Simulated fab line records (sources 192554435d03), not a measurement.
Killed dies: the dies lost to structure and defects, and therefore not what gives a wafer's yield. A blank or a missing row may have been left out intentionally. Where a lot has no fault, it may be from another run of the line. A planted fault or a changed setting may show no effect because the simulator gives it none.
Chamber matching | flow n5Finfet | cmp-01 running N5_HKMG_FIN_CMP_23: 4 sister chambers
The step polishes, stops on SiNx, t overpolish 10 s, target thk 46.326 nm. 14 wafers are shown with their chamber, then 7 later ones without.

WAFERS WITH THEIR CHAMBER
wafer  | chamber | motorCurrentA (A) | timeToEndpointS (s) | overpolishRunS (s)
L078.2 | 1       | 12.2              | 15.1                | 9.990
L078.3 | 2       | 12.3              | 10.3                | 9.995
L078.6 | 2       | 12.9              | 8.6                 | 9.993
L082.2 | 3       | 11.3              | 14.6                | 10.012
L082.3 | 1       | 11.2              | 14.3                | 9.995
L082.5 | 0       | 10.8              | 9.8                 | 10.006
L083.1 | 3       | 11.1              | 15.9                | 10.011
L083.2 | 0       | 10.8              | 10.9                | 9.995
L083.6 | 2       | 12.4              | 12.4                | 9.996
L084.2 | 0       | 10.9              | 14.1                | 10.001
L084.3 | 3       | 12.2              | 14.4                | 9.999
L084.6 | 1       | 11.4              | 15.9                | 10.013
L089.1 | 0       | 10.6              | 11.6                | 10.015
L089.2 | 3       | 11.3              | 12.6                | 9.997

SIGNATURES, as means of the wafers listed above
reading         | chamber 0 | chamber 1 | chamber 2 | chamber 3 | scatter within a chamber
motorCurrentA   | 10.775    | 11.600    | 12.533    | 11.475    | 0.393
timeToEndpointS | 11.600    | 15.100    | 10.433    | 14.375    | 1.55
overpolishRunS  | 10.00425  | 9.99933   | 9.99467   | 10.00475  | 0.00835
Rule: distance of a wafer from a chamber = root of the sum over the readings of ((wafer's reading minus chamber's mean) / reading's scatter) squared. The wafer belongs to the nearest chamber; if the next one is less than 2 further off, it can't be placed. How the scatter is found: for the shown wafers, subtract from each reading the mean of its chamber, square and add these, divide the total by (wafers less chambers), then take the root.

WAFERS WHOSE CHAMBER IS MISSING
wafer  | motorCurrentA (A) | timeToEndpointS (s) | overpolishRunS (s)
L089.6 | 12.2              | 9.6                 | 9.999
L091.2 | 11.6              | 16.6                | 10.007
L091.3 | 11.1              | 11.7                | 9.997
L091.6 | 11.0              | 13.0                | 10.007
L096.2 | 11.4              | 14.8                | 9.999
L096.5 | 11.3              | 14.6                | 10.000
L096.6 | 11.9              | 10.1                | 10.008

THE CHAMBER EACH PASSED THROUGH
wafer  | from the rows above               | in truth
L089.6 | 2                                 | 2
L091.2 | can't be placed: 1 or 3           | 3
L091.3 | can't be placed: 0 or 3 or 1      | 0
L091.6 | can't be placed: 0 or 3 or 1      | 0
L096.2 | can't be placed: 1 or 3           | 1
L096.5 | can't be placed: 3 or 1 or 0      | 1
L096.6 | can't be placed: 2 or 3 or 0 or 1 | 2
1 of 7 placed correctly. Cannot be placed on the basis of these rows: 6; the candidates contain the true chamber in 6. Placed wrongly: 0.
